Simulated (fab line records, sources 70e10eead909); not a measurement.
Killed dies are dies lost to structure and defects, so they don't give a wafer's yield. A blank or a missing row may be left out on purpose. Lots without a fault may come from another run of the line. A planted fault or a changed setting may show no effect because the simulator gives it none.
Chamber matching | flow nand_harc | NHARC_A_ZERO_WELL_ETCH_19 on rie_diel-13: 4 sister chambers
The step etches the open film in N2/H2, target depth 80 nm, overetch 24 nm, time 87.88 s. 14 wafers are shown with their chamber, then 7 later ones without.

WAFERS WITH THEIR CHAMBER
wafer  | chamber | showerhead_plenum_p_Torr (Torr) | rf_vpp_V (V) | throttle_valve_pct (%)
L426.4 | 1       | 2.14                            | 433.2        | 14.179
L426.5 | 3       | 1.92                            | 428.6        | 14.178
L426.6 | 2       | 2.04                            | 429.7        | 14.177
L440.2 | 2       | 2.04                            | 430.8        | 14.171
L440.3 | 0       | 2.03                            | 430.2        | 14.168
L440.5 | 3       | 1.92                            | 426.5        | 14.155
L442.2 | 0       | 2.03                            | 430.2        | 14.164
L442.4 | 2       | 2.04                            | 431.7        | 14.190
L442.5 | 1       | 2.14                            | 433.4        | 14.188
L444.1 | 3       | 1.92                            | 427.5        | 14.167
L444.4 | 2       | 2.04                            | 431.9        | 14.168
L444.6 | 3       | 1.92                            | 426.7        | 14.162
L445.3 | 3       | 1.92                            | 426.1        | 14.161
L445.4 | 0       | 2.02                            | 430.0        | 14.165

SIGNATURES (means of the wafers above)
reading                  | chamber 0 | chamber 1 | chamber 2 | chamber 3 | scatter within a chamber
showerhead_plenum_p_Torr | 2.0267    | 2.1400    | 2.0400    | 1.9200    | 0.00258
rf_vpp_V                 | 430.133   | 433.300   | 431.025   | 427.080   | 0.837
throttle_valve_pct       | 14.16567  | 14.18350  | 14.17650  | 14.16460  | 0.00795
Rule: a wafer's distance from a chamber is the root of the sum, over the readings, of the square of ((its reading less the chamber's mean) divided by the reading's scatter). The wafer belongs to the nearest chamber; if the next one is less than 2 further off, it can't be placed. The scatter: the root of (the sum of the squares of (reading less its chamber's mean) over the shown wafers, divided by (wafers less chambers)).

WAFERS WITHOUT THEIR CHAMBER
wafer  | showerhead_plenum_p_Torr (Torr) | rf_vpp_V (V) | throttle_valve_pct (%)
L445.5 | 2.04                            | 428.6        | 14.183
L447.2 | 2.14                            | 433.6        | 14.179
L447.4 | 1.92                            | 427.9        | 14.179
L447.6 | 2.02                            | 429.6        | 14.160
L448.4 | 2.14                            | 434.1        | 14.182
L448.5 | 2.14                            | 432.4        | 14.176
L448.6 | 2.02                            | 431.6        | 14.170

WHICH CHAMBER EACH WENT THROUGH
wafer  | from the rows above | in truth
L445.5 | 2                   | 2
L447.2 | 1                   | 1
L447.4 | 3                   | 3
L447.6 | 0                   | 0
L448.4 | 1                   | 1
L448.5 | 1                   | 1
L448.6 | 0                   | 0
Placed correctly: 7 of 7. Can't be placed from these rows: 0. Placed wrongly: 0.
